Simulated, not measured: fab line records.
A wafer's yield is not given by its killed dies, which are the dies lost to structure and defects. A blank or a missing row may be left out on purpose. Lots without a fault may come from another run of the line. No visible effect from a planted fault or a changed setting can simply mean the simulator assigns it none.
Struck lot and sound lot, side by side ; flow n5 finfet ; 25 steps out of a route of 1938
Sound: the wafers L917.2, L917.3, L917.6. Wafers struck: L920.1, L920.2, L920.3. The cause is named last.
Each step with rows lists, per side, the tool, then ch with its chambers, then its first start. Under that, the readings that differ: sound wafers ; struck wafers ; difference of the means ; sigmas: that difference in standard deviations of wafers without a fault.
alike: same words and numbers on both sides, and readings whose means sit less than 2 such deviations apart. not compared: any withheld reading, any reading some wafer has no value for, any bound like >300 that may hide the same value, and any number with overlapping values for which the record gives no deviation.
Wherever a step has rows on one side only, a row that says differs or no value, or a row with sigmas, the two part there. When numbers do not overlap yet have no deviation, they are printed without sigmas and do not part them. Lack of a reading on every wafer of one side parts them only where that side has two or more wafers.

first, 9 steps without rows for these wafers: N5_SD_EPI_N_PEB_07 (peb time 60 s); N5_SD_EPI_N_DEVELOP_08 (develop time 30 s); N5_SD_EPI_N_DESCUM_14 (chemistry O2, time 7.9 s); N5_SD_EPI_N_ETCH_34 (etches SiARC in CF4, target depth 45.5 nm, time 75.8 s); N5_SD_EPI_N_ETCH_35 (etches SOC in N2/H2, overetch 108 nm, time 486 s); N5_SD_EPI_N_STRIP_36 (strips in N2/H2); N5_SD_EPI_N_ETCHBACK_44 (etches SiNx in CH3F/O2, stops on SiO2, target depth 14.5 nm); N5_SD_EPI_N_ETCH_45 (etches SiOCN in CH3F/O2, target depth 6 nm); N5_SD_EPI_N_ETCH_16 (etches SiO2 in CHF3/O2, target depth 5 nm).
N5_SD_EPI_N_STRIP_47: strips in CHF3/O2.
  sound on rie diel-01 ch 2,3, day 6 08:06; struck on rie diel-01 ch 0,1,3, day 7 00:38
reading;sound;struck;difference;sigmas
model.SiARC_of_SD_EPI_N_COAT_33.thk nm (nm);0 0 0;12 12.2 12.6;+12;
N5_SD_EPI_N_SD_RECESS_17: chemistry HBr/Cl2/O2, target depth 41 nm, time 23.7 s, bt time 3 s.
  sound on rie si-05 ch 0,1,2, day 6 08:08; struck on rie si-05 ch 1,2,3, day 7 00:40
reading;sound;struck;difference;sigmas
HBr_flow_sccm (sccm);149.6 149.4 149.1;151.1 150.1 150.1;+1.1;+2
model.SiARC_of_SD_EPI_N_COAT_33.thk nm (nm);0 0 0;6.6 7 7.4;+7.0;
  alike: drypump motor current A, oes product au, throttle valve pct
  not compared: rf hours counter h
then, 11 steps without rows for these wafers: N5_SD_EPI_N_STRIP_38 (strips in N2/H2); N5_SD_EPI_N_WET_ETCH_43 (etches SiO2 in dHF, time 14 s, target depth 1.5 nm); N5_SD_EPI_N_STRIP_18 (strips in SPM, time 750 s); N5_SD_EPI_N_SRD_20 (time 30 s); N5_SD_EPI_N_PRECLEAN_48 (cleans in NF3:NH3, afs cycles 2, time 20 s, sublimation time 60 s); N5_SD_EPI_N_VAPOR_ETCH_50 (etches Si in HCl, time 54 s); N5_SD_EPI_N_EPI_21 (deposits Si:P, time 690 s); N5_SD_EPI_N_PRECLEAN_24 (cleans in O3/DIW, time 60 s); N5_SD_EPI_N_SRD_25 (time 30 s); N5_SD_EPI_N_PRECLEAN_49 (cleans in NF3:NH3, afs cycles 1, time 20 s, sublimation time 60 s); N5_SD_EPI_N_LINER_46 (material SiNx, target thk 3 nm).
N5_SD_EPI_N_INSPECT_26: inspects for defects (darkfield).
  struck on defect inspect-01, day 7 04:50; sound on defect inspect-01, day 6 12:13
reading;sound;struck;difference;sigmas
raw defect count;186 165 228;6046 5952 5813;+5744;+99 or more
N5_BEOL_M4_RC_MEAS_101:
  the record has rows for the sound wafers here (prober-01 ch 0, day 11 04:33) and none for the struck ones
-- here the record skips 9 days between the struck wafers' starts before and after, leaving off in module BEOL_M4 and picking up in module PASSIVATION (first step shown: number 1936 of the route) --
N5_PASSIVATION_PROBE_49:
  struck on prober-02, day 16 08:23; sound on prober-01, day 15 18:52
reading;sound;struck;difference;sigmas
defect limited yield (%);92.0;8.1 0 0;-89.3;-56
killed at front end;32;1010 1117 1119;+1050;+81
killed at other;9;0 6 1;-7;-2
killed dies;94;1084 1180 1180;+1054;+55
killed on rim;12;130 152 152;+133;+34
sort_bin_5_function (%);4.7;88.6 97.5 96.5;+89.5;+81
sort n pass;1086;96 0 0;-1054;-53
sort yield pct (%);92.0;8.1 0 0;-89.3;-53
  alike: killed_at_M0_to_M3, killed_at_M4_up, killed at contacts, killed open, killed short, sort_bin_4_leakage, sort_bin_6_memory

== WHERE THEY PART ==
At N5_SD_EPI_N_SD_RECESS_17 first; at N5_PASSIVATION_PROBE_49 last (within this record only).

WHY: whatever the simulator had introduced
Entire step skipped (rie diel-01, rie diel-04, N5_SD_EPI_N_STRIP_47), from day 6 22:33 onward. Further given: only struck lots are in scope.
